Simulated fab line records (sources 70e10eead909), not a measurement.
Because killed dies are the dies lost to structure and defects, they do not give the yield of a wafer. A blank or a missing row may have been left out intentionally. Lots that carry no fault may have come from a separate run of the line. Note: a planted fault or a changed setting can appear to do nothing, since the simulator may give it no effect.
Chamber matching | flow nandHarc | NHARC_A_CONTACT_CMP_20 on cmp-02 has 4 sister chambers
The step polishes, t overpolish 30 s, target thk 300 nm. 14 wafers are shown with their chamber, then 7 later ones without.

## EACH WAFER AND ITS CHAMBER
wafer  | chamber | motorCurrentA (A) | timeToEndpointS (s) | overpolishRunS (s)
L075.1 | 2       | 12.2              | 57.4                | 29.998
L075.2 | 1       | 11.6              | 56.8                | 29.988
L075.4 | 3       | 13.0              | 59.2                | 30.008
L082.2 | 2       | 12.3              | 61.0                | 29.991
L082.5 | 2       | 12.4              | 58.0                | 29.994
L082.6 | 1       | 11.4              | 63.7                | 30.015
L084.2 | 3       | 12.7              | 59.9                | 29.996
L084.4 | 2       | 12.1              | 56.1                | 29.991
L084.6 | 3       | 12.7              | 56.8                | 30.005
L083.2 | 1       | 11.0              | 59.7                | 29.998
L083.4 | 0       | 11.5              | 58.9                | 29.999
L083.5 | 3       | 12.6              | 57.9                | 29.998
L089.1 | 1       | 11.3              | 64.8                | 29.987
L089.2 | 3       | 12.2              | 59.5                | 29.993

SIGNATURES, as means of the wafers listed above
reading         | chamber 0 | chamber 1 | chamber 2 | chamber 3 | scatter within a chamber
motorCurrentA   | 11.500    | 11.325    | 12.250    | 12.640    | 0.239
timeToEndpointS | 58.900    | 61.250    | 58.125    | 58.660    | 2.46
overpolishRunS  | 29.99900  | 29.99700  | 29.99350  | 30.00000  | 0.00835
Rule: a wafer lies at a distance from a chamber equal to the root of the sum of squares, over the readings, of (its reading less the chamber's mean, divided by the reading's scatter). If the next closest chamber is less than 2 further off than the closest, the wafer can't be placed; otherwise it belongs to the closest. The scatter: the root of (the sum of the squares of (reading less its chamber's mean) over the shown wafers, divided by (wafers less chambers)).

## WAFERS WITHOUT THEIR CHAMBER
wafer  | motorCurrentA (A) | timeToEndpointS (s) | overpolishRunS (s)
L089.4 | 12.4              | 60.1                | 29.992
L088.2 | 12.2              | 60.5                | 30.009
L088.3 | 11.7              | 62.9                | 30.013
L088.6 | 12.5              | 62.2                | 30.011
L092.1 | 12.9              | 62.2                | 29.995
L092.5 | 11.5              | 63.2                | 29.992
L092.6 | 11.5              | 66.3                | 29.996

## CHAMBER TAKEN BY EACH
wafer  | from the rows above               | in truth
L089.4 | can't be placed: 2 or 3           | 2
L088.2 | can't be placed: 2 or 3 or 0 or 1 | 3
L088.3 | can't be placed: 0 or 1 or 2      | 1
L088.6 | can't be placed: 3 or 2           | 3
L092.1 | can't be placed: 3 or 2           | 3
L092.5 | can't be placed: 1 or 0           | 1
L092.6 | can't be placed: 1 or 0           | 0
Placed correctly: 0 of 7. From these rows, 7 cannot be placed; in 7 the true chamber is one of the candidates. Placed wrongly: 0.
